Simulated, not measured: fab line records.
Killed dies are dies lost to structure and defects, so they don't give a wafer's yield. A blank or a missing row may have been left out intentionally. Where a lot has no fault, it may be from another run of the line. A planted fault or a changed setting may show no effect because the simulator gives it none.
Matching of chambers / flow nand_harc / NHARC_P_ZERO_WELL_DESCUM_26 on rie_diel-08: 4 sister chambers
The step chemistry O2, time 3 s. 4 wafers are shown with their chamber, then 8 later ones without.

## WAFERS PAIRED WITH THEIR CHAMBERS
wafer=L149.3; chamber=3; drypump_motor_current_A (A)=6.4
wafer=L149.5; chamber=0; drypump_motor_current_A (A)=5.3
wafer=L149.6; chamber=1; drypump_motor_current_A (A)=6.6
wafer=L152.2; chamber=2; drypump_motor_current_A (A)=5.6

## WAFERS WITH NO CHAMBER GIVEN
wafer=L152.5; drypump_motor_current_A (A)=6.5
wafer=L152.6; drypump_motor_current_A (A)=5.3
wafer=L155.3; drypump_motor_current_A (A)=5.3
wafer=L155.4; drypump_motor_current_A (A)=6.6
wafer=L155.6; drypump_motor_current_A (A)=6.5
wafer=L156.2; drypump_motor_current_A (A)=6.4
wafer=L156.3; drypump_motor_current_A (A)=5.3
wafer=L156.5; drypump_motor_current_A (A)=5.3

## WHICH CHAMBER EACH ONE RAN IN
wafer=L152.5; from the rows above=can't be placed: 1 or 3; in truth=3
wafer=L152.6; from the rows above=0; in truth=0
wafer=L155.3; from the rows above=0; in truth=0
wafer=L155.4; from the rows above=1; in truth=1
wafer=L155.6; from the rows above=can't be placed: 1 or 3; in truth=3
wafer=L156.2; from the rows above=3; in truth=3
wafer=L156.3; from the rows above=0; in truth=0
wafer=L156.5; from the rows above=0; in truth=0
6 of 8 placed correctly. These rows do not allow placing 2 (true chamber among the candidates in 2). Wrongly placed: 0.
How it was worked out, from the rows above alone: a wafer's distance from a chamber is the root of the sum, over the readings, of the square of ((its reading less the chamber's mean) divided by the reading's scatter). If the next closest chamber is less than 2 further off than the closest, the wafer can't be placed; otherwise it belongs to the closest. The mean given for a chamber averages the wafers shown for that chamber. The scatter: root of mean squared gap, hidden wafer to nearest shown wafer, with one shown wafer a chamber.
